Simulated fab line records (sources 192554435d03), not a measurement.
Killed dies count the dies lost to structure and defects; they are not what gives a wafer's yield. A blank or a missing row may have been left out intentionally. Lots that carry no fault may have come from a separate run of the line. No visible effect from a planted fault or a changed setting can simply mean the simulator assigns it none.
fab line records | flow n5-finfet | part 1 of 2: steps 1 to 21 of 32
[record] lots = 5 | wafers = 15 | last-day = 17
route steps=1938 shown FIN_CUT@175 STI_FIN_REVEAL@183
lots untouched by any fault: they come from a run of this same line in which no faults occurred
start-h: hours from the record's first day to the start of the lot's first wafer shown | wait-h: hours since the lot's step before | " the same as in the row above | L1.1+2: one row covering several wafers at once | - no value, or no start was given | * or withheld: withheld | < > ~ a bound
route shown NAME@n: names a module that has steps shown in the file, with the first one's number in the route | usual: mean/standard deviation taken from wafers without a fault | same: alike in all rows | chamber/n: place in a boat | sites: the reading at each site | _std_site: standard deviation of those values | _edge_site: the outer-site mean with the inner-site mean subtracted | radius-mm: how far each site lies from the wafer's centre | mask NAME#n: copy n | behind: tool/chamber where the wafer was last shaped | hold: what put the lot on hold/how long, in hours/how the hold closed | device: which transistor (n, p or np) failed to switch | end of line: tests of these same wafers at the route's end | for a step that has no rows: nothing shown but its recipe | killed: dies lost to structure and defects at the first sort, not the wafer's yield | map: a wafer's dies, marking killed ones x, the rest . and places with no die _
set.NAME: the run value of the setting; set.NAME@STEP: its run value at that earlier step | model.NAME: the simulator's own value behind a step, which no gauge read
lots seen at some steps along the route; tables by step, rows by wafer
services: the hour from which a tool's chamber was out of use, counted from the record's first day as start-h (under 0 if before that day), plus the number of hours and why
[[steps]]
[step N5_FIN_CUT_PRECLEAN_35]
[recipe] time-s = 13.3 | temp-c = 45 | pressure-torr = 125 | p-hf-torr = 3 | p-coreactant-torr = 25 | chemistry = vHF
[usual] drypump-motor-current-A = 5.6/0.37
lot.wafer | tool          | chamber | start-h | wait-h | drypump-motor-current-A
L080.1    | vapor-etch-01 | 1       | 62.65   | 0.0    | 5.9
L080.2    | "             | 0       | "       | "      | 6.0
L080.3    | "             | 0       | "       | "      | 6.0
L083.1    | vapor-etch-02 | 0       | 82.66   | 0.0    | 5.2
L083.3    | "             | 1       | "       | "      | 5.3
L083.5    | "             | 0       | "       | "      | 5.3
L089.2    | vapor-etch-02 | 1       | 119.69  | 0.0    | 5.2
L089.5    | "             | 1       | "       | "      | 5.2
L089.6    | "             | 0       | "       | "      | 5.2
L093.2    | vapor-etch-01 | 1       | 144.88  | 1.6    | 5.9
L093.3    | "             | 1       | "       | "      | 5.9
L093.5    | "             | 1       | "       | "      | 5.9
L097.4    | vapor-etch-02 | 0       | 169.17  | 0.1    | 5.2
L097.5    | "             | 1       | "       | "      | 5.2
L097.6    | "             | 0       | "       | "      | 5.2
[step N5_FIN_CUT_CUT_ETCH_15]
[recipe] chemistry = HBr/Cl2/O2 | target = Si | target-depth-a = 1000 | bt-time-s = 10 | mask-material = SOC | time-s = 42.4 | ion-energy-ev = * | bias-w = * | pressure-mtorr = 10 | icp-w = 800 | HBr_flow_sccm = 150 | Cl2_flow_sccm = 80 | O2_flow_sccm = 12
[usual] HBr_flow_sccm = 150.0/0.46 | chamber-pressure-mTorr = 10.001/0.0082 | drypump-motor-current-A = 5.7/0.48 | oes-product-au = 1.000/0.013 | throttle-valve-pct = 37.15/0.18
lot.wafer | tool      | chamber | start-h | wait-h | HBr_flow_sccm | chamber-pressure-mTorr | drypump-motor-current-A | oes-product-au | rf-hours-counter-h | throttle-valve-pct
L080.1    | rie-si-03 | 3       | 62.73   | 0.1    | 149.5         | 9.994                  | 6.6                     | 1.001          | 5                  | 37.25
L080.2    | "         | 0       | "       | "      | 150.9         | 9.990                  | 5.5                     | 0.983          | 46                 | 37.32
L080.3    | "         | 1       | "       | "      | 150.1         | 9.989                  | 6.1                     | 1.003          | 152                | 37.36
L083.1    | rie-si-03 | 1       | 82.74   | 0.1    | 149.8         | 9.994                  | 6.1                     | 1.006          | 153                | 37.37
L083.3    | "         | 2       | "       | "      | 149.4         | 9.997                  | 5.7                     | 0.990          | 127                | 37.19
L083.5    | "         | 0       | "       | "      | 149.5         | 10.002                 | 5.5                     | 0.990          | -                  | 37.34
L089.2    | rie-si-04 | 2       | 119.77  | 0.1    | 149.8         | 10.001                 | 5.4                     | 0.999          | 101                | 37.07
L089.5    | "         | 1       | "       | "      | 150.1         | 10.007                 | 5.5                     | 0.994          | -                  | 37.07
L089.6    | "         | 2       | "       | "      | 150.9         | 9.998                  | 5.4                     | 0.993          | -                  | 37.08
L093.2    | rie-si-04 | 2       | 144.97  | 0.1    | 149.8         | 10.004                 | 5.4                     | 0.996          | 102                | 37.07
L093.3    | "         | 0       | "       | "      | 149.3         | 10.007                 | 5.3                     | 0.994          | 142                | 37.01
L093.5    | "         | 1       | "       | "      | 150.2         | 9.984                  | 5.5                     | 0.975          | -                  | 37.07
L097.4    | rie-si-03 | 0       | 169.23  | 0.0    | 150.6         | 9.995                  | 5.5                     | 0.975          | 48                 | 37.35
L097.5    | "         | 3       | "       | "      | 150.7         | 10.016                 | 6.6                     | 1.004          | -                  | 37.24
L097.6    | "         | 0       | "       | "      | 150.5         | 9.996                  | 5.5                     | 0.981          | -                  | 37.33
[step N5_FIN_CUT_CUT_ETCH_28]
[recipe] chemistry = HBr/Cl2/O2 | target = Si | target-depth-a = 60 | mask-material = SOC | time-s = 2.4 | ion-energy-ev = * | bias-w = * | pressure-mtorr = 10 | icp-w = 800 | HBr_flow_sccm = 150 | Cl2_flow_sccm = 80 | O2_flow_sccm = 12
[usual] HBr_flow_sccm = 150.0/0.46 | chamber-pressure-mTorr = 10.000/0.0092 | drypump-motor-current-A = 5.7/0.48 | oes-product-au = 1.000/0.012 | throttle-valve-pct = 37.15/0.18
lot.wafer | tool      | chamber | start-h | wait-h | HBr_flow_sccm | chamber-pressure-mTorr | drypump-motor-current-A | oes-product-au | rf-hours-counter-h | throttle-valve-pct
L080.1    | rie-si-03 | 3       | 62.79   | 0.0    | 149.2         | 9.999                  | 6.6                     | 1.003          | 5                  | 37.23
L080.2    | "         | 0       | "       | "      | 150.4         | 9.996                  | 5.6                     | 0.985          | 46                 | 37.33
L080.3    | "         | 1       | "       | "      | 149.5         | 9.978                  | 6.1                     | 1.007          | 152                | 37.36
L083.1    | rie-si-03 | 1       | 82.79   | 0.0    | 149.7         | 9.993                  | 6.1                     | 1.014          | 153                | 37.35
L083.3    | "         | 2       | "       | "      | 150.1         | 10.007                 | 5.7                     | 0.994          | 127                | 37.20
L083.5    | "         | 0       | "       | "      | 149.8         | 9.995                  | 5.5                     | 0.984          | -                  | 37.33
L089.2    | rie-si-04 | 2       | 119.83  | 0.0    | 149.8         | 10.009                 | 5.4                     | 1.000          | 101                | 37.05
L089.5    | "         | 1       | "       | "      | 149.2         | 9.994                  | 5.5                     | 0.977          | -                  | 37.07
L089.6    | "         | 2       | "       | "      | 149.5         | 9.994                  | 5.4                     | 1.005          | -                  | 37.08
L093.2    | rie-si-04 | 2       | 145.02  | 0.0    | 149.8         | 10.007                 | 5.5                     | 0.994          | 102                | 37.06
L093.3    | "         | 0       | "       | "      | 149.8         | 10.006                 | 5.2                     | 0.998          | 142                | 37.02
L093.5    | "         | 1       | "       | "      | 149.9         | 10.004                 | 5.5                     | 0.988          | -                  | 37.07
L097.4    | rie-si-03 | 0       | 169.28  | 0.0    | 150.5         | 9.998                  | 5.5                     | 0.980          | 48                 | 37.35
L097.5    | "         | 3       | "       | "      | 149.8         | 10.000                 | 6.6                     | 1.009          | -                  | 37.22
L097.6    | "         | 0       | "       | "      | 149.9         | 10.002                 | 5.5                     | 0.983          | -                  | 37.35
[step N5_FIN_CUT_STRIP_22]
[recipe] chemistry = N2/H2 | power-w = 500 | temp-c = 40 | pressure-mtorr = 50 | rf-frequency-hz = 6e+07 | overash-fraction = 0.3 | bias-power-w = 8 | h2-frac = 0.5 | n2-flow-sccm = 300 | h2-flow-sccm = 300
[usual] chamber-pressure-mTorr = 49.99/0.12 | drypump-motor-current-A = 5.55/0.26 | oes-product-au = 0.78/0.082 | rf-vpp-V = 54.5/2.3 | showerhead-plenum-p-Torr = 3.40/0.1 | throttle-valve-pct = 18.8/0.37
lot.wafer | tool        | chamber | start-h | wait-h | chamber-pressure-mTorr | drypump-motor-current-A | oes-product-au | rf-hours-counter-h | rf-vpp-V | showerhead-plenum-p-Torr | throttle-valve-pct
L080.1    | rie-diel-01 | 1       | 62.86   | 0.0    | 49.82                  | 5.48                    | 0.74           | 219                | 58.9     | 3.46                     | 18.7
L080.2    | "           | 0       | "       | "      | 49.78                  | 5.41                    | 0.79           | 119                | 52.1     | 3.24                     | 18.8
L080.3    | "           | 2       | "       | "      | 49.93                  | 5.71                    | 0.71           | 199                | 54.5     | 3.45                     | 19.1
L083.1    | rie-diel-01 | 2       | 82.88   | 0.1    | 50.07                  | 5.74                    | 0.70           | 205                | 53.1     | 3.45                     | 19.1
L083.3    | "           | 1       | "       | "      | 49.92                  | 5.49                    | 0.71           | 225                | 57.2     | 3.45                     | 18.8
L083.5    | "           | 1       | "       | "      | 50.04                  | 5.50                    | 0.72           | -                  | 52.5     | 3.46                     | 18.8
L089.2    | rie-diel-06 | 1       | 119.89  | 0.0    | 50.07                  | 5.34                    | 0.70           | 194                | 53.0     | 3.33                     | 18.9
L089.5    | "           | 1       | "       | "      | 49.99                  | 5.33                    | 0.70           | -                  | 50.9     | 3.33                     | 18.9
L089.6    | "           | 0       | "       | "      | 50.10                  | 5.79                    | 0.71           | -                  | 56.7     | 3.34                     | 19.0
L093.2    | rie-diel-02 | 0       | 145.12  | 0.1    | 50.10                  | 5.10                    | 0.69           | 222                | 52.3     | 3.46                     | 19.4
L093.3    | "           | 3       | "       | "      | 50.01                  | 5.32                    | 0.76           | 143                | 54.0     | 3.22                     | 18.8
L093.5    | "           | 3       | "       | "      | 50.00                  | 5.34                    | 0.79           | -                  | 58.4     | 3.22                     | 18.8
L097.4    | rie-diel-01 | 0       | 169.40  | 0.1    | 49.91                  | 5.42                    | 0.77           | -                  | 55.1     | 3.22                     | 18.8
L097.5    | "           | 2       | "       | "      | 50.03                  | 5.75                    | 0.67           | -                  | 54.2     | 3.44                     | 19.2
L097.6    | "           | 3       | "       | "      | 50.06                  | 5.17                    | 0.86           | -                  | 54.9     | 3.40                     | 18.6
[step N5_FIN_CUT_PRECLEAN_36]
[recipe] chemistry = O3/DIW | time-s = 60 | temp-c = 22 | o3-ppm = 10
lot.wafer  | tool         | chamber | start-h | wait-h
L080.1+2+3 | wet-bench-06 | 0,4,1   | 62.93   | -
L083.1+3+5 | wet-bench-01 | 0,6,4   | 82.95   | -
L089.2+5+6 | wet-bench-06 | 5,1,2   | 119.96  | -
L093.2+3+5 | wet-bench-01 | 7,5,4   | 145.19  | -
L097.4+5+6 | wet-bench-01 | 5,4,7   | 169.45  | -
[step N5_FIN_CUT_SRD_32]
[recipe] dry = ipa-marangoni | time-s = 30 | temp-c = 23 | rinse-liquid = diw
lot.wafer  | tool         | chamber | start-h | wait-h
L080.1+2+3 | wet-bench-06 | 0,4,1   | 62.95   | 0.0
L083.1+3+5 | wet-bench-01 | 0,6,4   | 82.97   | 0.0
L089.2+5+6 | wet-bench-06 | 5,1,2   | 119.98  | 0.0
L093.2+3+5 | wet-bench-01 | 7,5,4   | 145.23  | 0.0
L097.4+5+6 | wet-bench-01 | 5,4,7   | 169.47  | 0.0
[step N5_FIN_CUT_UV_OZONE_34]
[recipe] time-s = 120 | pressure-torr = 760 | temp-c = 25
lot.wafer  | tool         | chamber | start-h | wait-h
L080.1+2+3 | wet-bench-06 | 0,4,1   | 62.97   | 0.0
L083.1+3+5 | wet-bench-01 | 0,6,4   | 82.99   | 0.0
L089.2+5+6 | wet-bench-06 | 5,1,2   | 120.00  | 0.0
L093.2+3+5 | wet-bench-01 | 7,5,4   | 145.26  | 0.0
L097.4+5+6 | wet-bench-01 | 5,4,7   | 169.49  | 0.0
[step N5_FIN_CUT_INSPECT_17]
[recipe] inspect-instrument = brightfield | mode = aei
[usual] raw-defect-count = 236/64
lot.wafer | tool              | chamber | start-h | wait-h | raw-defect-count
L080.1    | defect-inspect-01 | -       | 63.02   | 0.0    | 271
L080.2    | "                 | -       | "       | "      | 206
L080.3    | "                 | -       | "       | "      | 168
L083.1    | defect-inspect-02 | -       | 83.04   | 0.0    | 276
L083.3    | "                 | -       | "       | "      | 303
L083.5    | "                 | -       | "       | "      | 299
L089.2    | defect-inspect-01 | -       | 120.05  | 0.0    | 190
L089.5    | "                 | -       | "       | "      | 161
L089.6    | "                 | -       | "       | "      | 212
L093.2    | defect-inspect-01 | -       | 145.36  | 0.0    | 253
L093.3    | "                 | -       | "       | "      | 244
L093.5    | "                 | -       | "       | "      | 234
L097.4    | defect-inspect-02 | -       | 169.55  | 0.0    | 218
L097.5    | "                 | -       | "       | "      | 208
L097.6    | "                 | -       | "       | "      | 324
[step N5_STI_FIN_REVEAL_ALD_00]
[recipe] material = SiO2 | target-thk-a = 10 | temp-c = 300 | ald-precursor-family = BDEAS | ald-co-reactant = O2-plasma | pulse-time-s = 1 | pressure-torr = 2
[usual] heater-power-w = 479/59 | precursor-pulse-height-rel = 1.005/0.018 | susceptor-temp-C = 300.00/0.19
lot.wafer | tool       | chamber | start-h | wait-h | heater-power-w | precursor-pulse-height-rel | susceptor-temp-C
L080.1    | ald-sin-02 | 1       | 63.06   | 0.0    | 521            | 1.006                      | 299.90
L080.2    | "          | 2       | "       | "      | 490            | 1.028                      | 300.06
L080.3    | "          | 0       | "       | "      | 422            | 1.010                      | 300.22
L083.1    | ald-sin-01 | 2       | 83.55   | 0.5    | 401            | 1.032                      | 300.13
L083.3    | "          | 1       | "       | "      | 514            | 0.999                      | 299.93
L083.5    | "          | 3       | "       | "      | 618            | 1.014                      | 299.90
L089.2    | ald-sin-03 | 1       | 120.09  | 0.0    | 509            | 1.011                      | 300.45
L089.5    | "          | 3       | "       | "      | 522            | 1.039                      | 299.74
L089.6    | "          | 2       | "       | "      | 493            | 1.011                      | 299.98
L093.2    | ald-sin-02 | 2       | 145.69  | 0.3    | 492            | 1.029                      | 299.86
L093.3    | "          | 1       | "       | "      | 517            | 1.007                      | 300.06
L093.5    | "          | 2       | "       | "      | 496            | 0.987                      | 299.85
L097.4    | ald-sin-01 | 1       | 169.93  | 0.4    | 516            | 0.972                      | 300.11
L097.5    | "          | 3       | "       | "      | 596            | 1.001                      | 300.35
L097.6    | "          | 2       | "       | "      | 401            | 0.992                      | 299.97
[step N5_STI_FIN_REVEAL_ALD_14]
[recipe] material = Si3N4 | target-thk-a = 30 | temp-c = 400 | ald-precursor-family = SiH2I2 | ald-co-reactant = N2/H2-plasma | pressure-torr = 2
[usual] heater-power-w = 856/110 | susceptor-temp-C = 399.97/0.21
lot.wafer | tool       | chamber | start-h | wait-h | heater-power-w | susceptor-temp-C
L080.1    | ald-sin-02 | 1       | 63.11   | 0.0    | 921            | 400.12
L080.2    | "          | 2       | "       | "      | 841            | 400.01
L080.3    | "          | 0       | "       | "      | 744            | 399.77
L083.1    | ald-sin-01 | 2       | 83.60   | 0.0    | 725            | 399.71
L083.3    | "          | 1       | "       | "      | 957            | 399.93
L083.5    | "          | 3       | "       | "      | 1112           | 400.04
L089.2    | ald-sin-03 | 1       | 120.14  | 0.0    | 930            | 400.23
L089.5    | "          | 3       | "       | "      | 938            | 400.23
L089.6    | "          | 2       | "       | "      | 842            | 399.87
L093.2    | ald-sin-02 | 2       | 145.74  | 0.0    | 841            | 399.78
L093.3    | "          | 1       | "       | "      | 938            | 399.90
L093.5    | "          | 2       | "       | "      | 840            | 399.82
L097.4    | ald-sin-01 | 1       | 170.06  | 0.1    | 926            | 399.61
L097.5    | "          | 3       | "       | "      | 1086           | 399.80
L097.6    | "          | 2       | "       | "      | 732            | 400.13
[step N5_STI_FIN_REVEAL_FCVD_FILL_01]
[recipe] material = SiO2_flowable | target-thk-a = 3120 | temp-c = 100 | pressure-torr = 0.8 | rf-w = 2000 | time-s = 512.2
[usual] susceptor-temp-C = 100.00/0.12 | tsa-flow-sccm = 60.02/0.2
lot.wafer | tool    | chamber | start-h | wait-h | susceptor-temp-C | tsa-flow-sccm
L080.1    | fcvd-02 | 1       | 63.35   | 0.1    | 99.77            | 60.13
L080.2    | "       | 0       | "       | "      | 99.98            | 60.10
L080.3    | "       | 0       | "       | "      | 99.79            | 60.08
L083.1    | fcvd-01 | 0       | 83.84   | 0.1    | 99.71            | 59.98
L083.3    | "       | 0       | "       | "      | 99.85            | 60.24
L083.5    | "       | 0       | "       | "      | 99.74            | 59.99
L089.2    | fcvd-01 | 0       | 120.38  | 0.1    | 100.04           | 60.26
L089.5    | "       | 0       | "       | "      | 99.93            | 60.24
L089.6    | "       | 1       | "       | "      | 99.81            | 60.05
L093.2    | fcvd-02 | 1       | 145.97  | 0.1    | 99.83            | 60.16
L093.3    | "       | 1       | "       | "      | 99.91            | 60.07
L093.5    | "       | 1       | "       | "      | 99.96            | 60.20
L097.4    | fcvd-01 | 0       | 170.39  | 0.2    | 99.76            | 60.05
L097.5    | "       | 0       | "       | "      | 99.81            | 60.09
L097.6    | "       | 1       | "       | "      | 100.14           | 60.08
[step N5_STI_FIN_REVEAL_DENSIFY_02]
[recipe] temp-c = 650 | ambient = steam | time-s = 1800 | idle-temp-c = 400 | densification-p-h2o-torr = 640
lot.wafer  | tool       | chamber | start-h | wait-h
L080.1+2+3 | furnace-02 | 0       | 63.98   | 0.4
L083.1+3+5 | furnace-01 | 0       | 84.48   | 0.4
L089.2+5+6 | furnace-01 | 0       | 121.01  | 0.4
L093.2+3+5 | furnace-01 | 0       | 146.61  | 0.4
L097.4+5+6 | furnace-03 | 0       | 170.83  | 0.2
[step N5_STI_FIN_REVEAL_CMP_04]
[recipe] stop-on = Si3N4 | t-overpolish-s = 4 | down-force-psi = 2 | platen-rpm = 54.18 | post-cmp-clean = alkaline-brush | pad-velocity-m-s = 1.078 | target-thk-nm = 131.83
[usual] motor-current-A = 8.4/0.74 | overpolish-run-s = 4.000/0.0088 | time-to-endpoint-s = 107/5.4
[same] t-overpolish-s = 4
lot.wafer | tool   | chamber | start-h | wait-h | motor-current-A | overpolish-run-s | time-to-endpoint-s
L080.2    | cmp-02 | 1       | 68.15   | 0.0    | 8.6             | 4.016            | 106
L080.3    | "      | 2       | "       | "      | 9.7             | 3.992            | 99
L080.1    | "      | 0       | "       | "      | 9.8             | 4.010            | 102
L083.1    | cmp-02 | 2       | 88.68   | 0.1    | 9.3             | 4.011            | 102
L083.3    | "      | 3       | "       | "      | 8.3             | 3.992            | 105
L083.5    | "      | 2       | "       | "      | 9.2             | 3.995            | 106
L089.2    | cmp-03 | 0       | 125.25  | 0.1    | 9.3             | 3.990            | 107
L089.6    | "      | 2       | "       | "      | 7.4             | 3.984            | 111
L089.5    | "      | 3       | "       | "      | 7.9             | 3.989            | 103
L093.2    | cmp-03 | 0       | 150.77  | 0.0    | 9.4             | 4.006            | 104
L093.3    | "      | 3       | "       | "      | 7.7             | 4.002            | 104
L093.5    | "      | 1       | "       | "      | 8.2             | 3.991            | 102
L097.4    | cmp-04 | 3       | 175.03  | 0.1    | 8.7             | 3.997            | 113
L097.6    | "      | 2       | "       | "      | 8.9             | 4.003            | 116
L097.5    | "      | 3       | "       | "      | 9.2             | 3.999            | 115
[step N5_STI_FIN_REVEAL_THK_MEAS_05]
[usual] thk-nm = 132.3/1.3
lot.wafer | tool          | chamber | start-h | wait-h | thk-nm
L080.1    | film-metro-02 | -       | 68.44   | -      | 132.0
L080.2    | "             | -       | "       | "      | 132.2
L080.3    | "             | -       | "       | "      | 132.5
L083.1    | film-metro-01 | -       | 88.94   | -      | 130.3
L083.3    | "             | -       | "       | "      | 130.5
L083.5    | "             | -       | "       | "      | 130.6
L089.2    | film-metro-01 | -       | 125.47  | -      | 132.3
L089.5    | "             | -       | "       | "      | 131.9
L089.6    | "             | -       | "       | "      | 133.1
L093.2    | film-metro-02 | -       | 151.07  | -      | 132.1
L093.3    | "             | -       | "       | "      | 132.2
L093.5    | "             | -       | "       | "      | 133.1
L097.4    | film-metro-02 | -       | 175.29  | -      | 132.3
L097.5    | "             | -       | "       | "      | 131.8
L097.6    | "             | -       | "       | "      | 133.2
[step N5_STI_FIN_REVEAL_DENSIFY_30]
[recipe] temp-c = * | time-s = * | ambient = N2 | idle-temp-c = 600 | ramp-up-c-per-s = 150 | ramp-down-c-per-s = 60 | cool-to-c = 600
[usual] lamp-power-pct = 11.53/0.055 | wafer_temp_C_max = *
lot.wafer | tool          | chamber | start-h | wait-h | lamp-power-pct | wafer_temp_C_max
L080.1    | rtp-anneal-02 | 0       | 68.52   | 0.1    | 11.63          | *
L080.2    | "             | 0       | "       | "      | 11.59          | *
L080.3    | "             | 0       | "       | "      | 11.64          | *
L083.1    | rtp-anneal-01 | 0       | 89.13   | 0.2    | 11.60          | *
L083.3    | "             | 0       | "       | "      | 11.52          | *
L083.5    | "             | 0       | "       | "      | 11.49          | *
L089.2    | rtp-anneal-02 | 0       | 125.57  | 0.1    | 11.62          | *
L089.5    | "             | 0       | "       | "      | 11.47          | *
L089.6    | "             | 0       | "       | "      | 11.52          | *
L093.2    | rtp-anneal-02 | 0       | 151.13  | 0.1    | 11.59          | *
L093.3    | "             | 0       | "       | "      | 11.48          | *
L093.5    | "             | 0       | "       | "      | 11.46          | *
L097.4    | rtp-anneal-01 | 0       | 175.41  | 0.1    | 11.55          | *
L097.5    | "             | 0       | "       | "      | 11.63          | *
L097.6    | "             | 0       | "       | "      | 11.50          | *
[step N5_STI_FIN_REVEAL_ETCHBACK_08]
[recipe] chemistry = C4F6/O2 | target = SiO2 | target-depth-a = 305 | time-s = 10.167 | ion-energy-ev = 250 | pressure-mtorr = 30 | source-w = 345 | bias-w = 185 | Ar_flow_sccm = 300 | C4F6_flow_sccm = 10 | O2_flow_sccm = 10
[usual] chamber-pressure-mTorr = 30.000/0.025 | drypump-motor-current-A = 5.9/0.47 | oes-product-au = 0.76/0.077 | rf-vpp-V = 660/13 | showerhead-plenum-p-Torr = 2.83/0.083 | throttle-valve-pct = 21.06/0.24
lot.wafer | tool        | chamber | start-h | wait-h | chamber-pressure-mTorr | drypump-motor-current-A | oes-product-au | rf-hours-counter-h | rf-vpp-V | showerhead-plenum-p-Torr | throttle-valve-pct
L080.1    | rie-diel-05 | 1       | 68.91   | 0.3    | 30.004                 | 5.0                     | 0.74           | 157                | 646      | 2.84                     | 20.88
L080.2    | "           | 0       | "       | "      | 29.944                 | 5.9                     | 0.70           | 202                | 645      | 2.70                     | 20.90
L080.3    | "           | 2       | "       | "      | 30.004                 | 5.9                     | 0.71           | 206                | 657      | 2.70                     | 21.21
L083.1    | rie-diel-05 | 2       | 89.36   | 0.2    | 30.011                 | 5.9                     | 0.71           | 213                | 655      | 2.70                     | 21.22
L083.3    | "           | 3       | "       | "      | 29.974                 | 6.2                     | 0.71           | 200                | 642      | 2.94                     | 20.91
L083.5    | "           | 1       | "       | "      | 30.004                 | 5.0                     | 0.74           | -                  | 647      | 2.84                     | 20.90
L089.2    | rie-diel-04 | 1       | 125.80  | 0.2    | 29.970                 | 6.1                     | 0.71           | 207                | 660      | 2.93                     | 20.86
L089.5    | "           | 2       | "       | "      | 29.979                 | 6.4                     | 0.71           | -                  | 653      | 2.81                     | 21.31
L089.6    | "           | 1       | "       | "      | 30.002                 | 6.1                     | 0.71           | -                  | 663      | 2.92                     | 20.87
L093.2    | rie-diel-03 | 0       | 151.31  | 0.2    | 29.995                 | 5.4                     | 0.72           | 178                | 660      | 2.84                     | 21.23
L093.3    | "           | 3       | "       | "      | 30.015                 | 5.5                     | 0.91           | 29                 | 672      | 2.81                     | 21.22
L093.5    | "           | 2       | "       | "      | 30.014                 | 6.0                     | 0.71           | -                  | 668      | 2.94                     | 21.69
L097.4    | rie-diel-04 | 1       | 175.93  | 0.5    | 30.009                 | 6.1                     | 0.69           | -                  | 661      | 2.91                     | 20.90
L097.5    | "           | 2       | "       | "      | 29.987                 | 6.4                     | 0.70           | -                  | 652      | 2.80                     | 21.35
L097.6    | "           | 3       | "       | "      | 29.988                 | 6.0                     | 0.79           | -                  | 683      | 2.76                     | 20.95
[step N5_STI_FIN_REVEAL_STRIP_24]
[recipe] chemistry = N2/H2 | time-s = 90 | power-w = 100 | temp-c = 40 | pressure-mtorr = 100 | rf-frequency-hz = 6e+07 | bias-power-w = 3 | n2-flow-sccm = 300 | h2-flow-sccm = 300
[usual] chamber-pressure-mTorr = 99.99/0.089 | drypump-motor-current-A = 6.0/0.47 | oes-product-au = 0.76/0.079 | rf-vpp-V = 45.3/0.91 | showerhead-plenum-p-Torr = 3.36/0.092 | throttle-valve-pct = 12.20/0.25
lot.wafer | tool        | chamber | start-h | wait-h | chamber-pressure-mTorr | drypump-motor-current-A | oes-product-au | rf-hours-counter-h | rf-vpp-V | showerhead-plenum-p-Torr | throttle-valve-pct
L080.1    | rie-diel-05 | 1       | 68.94   | 0.0    | 100.05                 | 5.0                     | 0.74           | 157                | 45.3     | 3.38                     | 12.10
L080.2    | "           | 0       | "       | "      | 100.06                 | 5.9                     | 0.70           | 202                | 44.4     | 3.23                     | 12.23
L080.3    | "           | 2       | "       | "      | 99.83                  | 6.0                     | 0.71           | 206                | 45.6     | 3.22                     | 12.46
L083.1    | rie-diel-05 | 2       | 89.40   | 0.0    | 100.02                 | 6.0                     | 0.70           | 213                | 45.6     | 3.22                     | 12.49
L083.3    | "           | 3       | "       | "      | 100.03                 | 6.1                     | 0.72           | 200                | 43.0     | 3.47                     | 12.03
L083.5    | "           | 1       | "       | "      | 100.09                 | 5.0                     | 0.74           | -                  | 44.4     | 3.37                     | 12.12
L089.2    | rie-diel-04 | 1       | 125.84  | 0.0    | 99.84                  | 6.1                     | 0.71           | 207                | 44.9     | 3.48                     | 12.13
L089.5    | "           | 2       | "       | "      | 100.08                 | 6.4                     | 0.72           | -                  | 44.7     | 3.36                     | 12.50
L089.6    | "           | 1       | "       | "      | 100.08                 | 6.1                     | 0.71           | -                  | 44.8     | 3.48                     | 12.13
L093.2    | rie-diel-03 | 0       | 151.34  | 0.0    | 99.99                  | 5.4                     | 0.73           | 178                | 44.3     | 3.34                     | 12.28
L093.3    | "           | 3       | "       | "      | 100.11                 | 5.5                     | 0.92           | 29                 | 44.8     | 3.32                     | 12.04
L093.5    | "           | 2       | "       | "      | 99.90                  | 6.0                     | 0.72           | -                  | 44.5     | 3.48                     | 12.78
L097.4    | rie-diel-04 | 1       | 175.99  | 0.0    | 100.08                 | 6.1                     | 0.68           | -                  | 45.1     | 3.47                     | 12.17
L097.5    | "           | 2       | "       | "      | 100.02                 | 6.4                     | 0.71           | -                  | 44.5     | 3.35                     | 12.57
L097.6    | "           | 3       | "       | "      | 100.02                 | 6.1                     | 0.80           | -                  | 46.0     | 3.26                     | 12.03
[step N5_STI_FIN_REVEAL_PRECLEAN_25]
[recipe] chemistry = SPM | time-s = 90 | temp-c = 120 | mix = 4:1
lot.wafer  | tool         | chamber | start-h | wait-h
L080.1+2+3 | wet-bench-03 | 4,5,1   | 69.07   | 0.1
L083.1+3+5 | wet-bench-04 | 5,2,6   | 89.52   | 0.1
L089.2+5+6 | wet-bench-03 | 4,0,3   | 125.96  | 0.1
L093.2+3+5 | wet-bench-05 | 6,2,5   | 151.47  | 0.1
L097.4+5+6 | wet-bench-04 | 4,5,6   | 176.07  | 0.0
[step N5_STI_FIN_REVEAL_PRECLEAN_26]
[recipe] chemistry = SC1 | time-s = 45 | temp-c = 46 | mix = 1:2:100
lot.wafer  | tool         | chamber | start-h | wait-h
L080.1+2+3 | wet-bench-03 | 4,5,1   | 69.09   | 0.0
L083.1+3+5 | wet-bench-04 | 5,2,6   | 89.55   | 0.0
L089.2+5+6 | wet-bench-03 | 4,0,3   | 125.99  | 0.0
L093.2+3+5 | wet-bench-05 | 6,2,5   | 151.50  | 0.0
L097.4+5+6 | wet-bench-04 | 4,5,6   | 176.09  | 0.0
[step N5_STI_FIN_REVEAL_PRECLEAN_29]
[recipe] chemistry = DHF | time-s = 30 | temp-c = 25 | dilution = 300:1
lot.wafer  | tool         | chamber | start-h | wait-h
L080.1+2+3 | wet-bench-03 | 4,5,1   | 69.11   | 0.0
L083.1+3+5 | wet-bench-04 | 5,2,6   | 89.56   | 0.0
L089.2+5+6 | wet-bench-03 | 4,0,3   | 126.00  | 0.0
L093.2+3+5 | wet-bench-05 | 6,2,5   | 151.51  | 0.0
L097.4+5+6 | wet-bench-04 | 4,5,6   | 176.11  | 0.0
[step N5_STI_FIN_REVEAL_SRD_12]
[recipe] time-s = 30 | temp-c = 23 | rinse-liquid = diw | dry = ipa-marangoni
lot.wafer  | tool         | chamber | start-h | wait-h
L080.1+2+3 | wet-bench-03 | 4,5,1   | 69.11   | 0.0
L083.1+3+5 | wet-bench-04 | 5,2,6   | 89.57   | 0.0
L089.2+5+6 | wet-bench-03 | 4,0,3   | 126.01  | 0.0
L093.2+3+5 | wet-bench-05 | 6,2,5   | 151.52  | 0.0
L097.4+5+6 | wet-bench-04 | 4,5,6   | 176.11  | 0.0
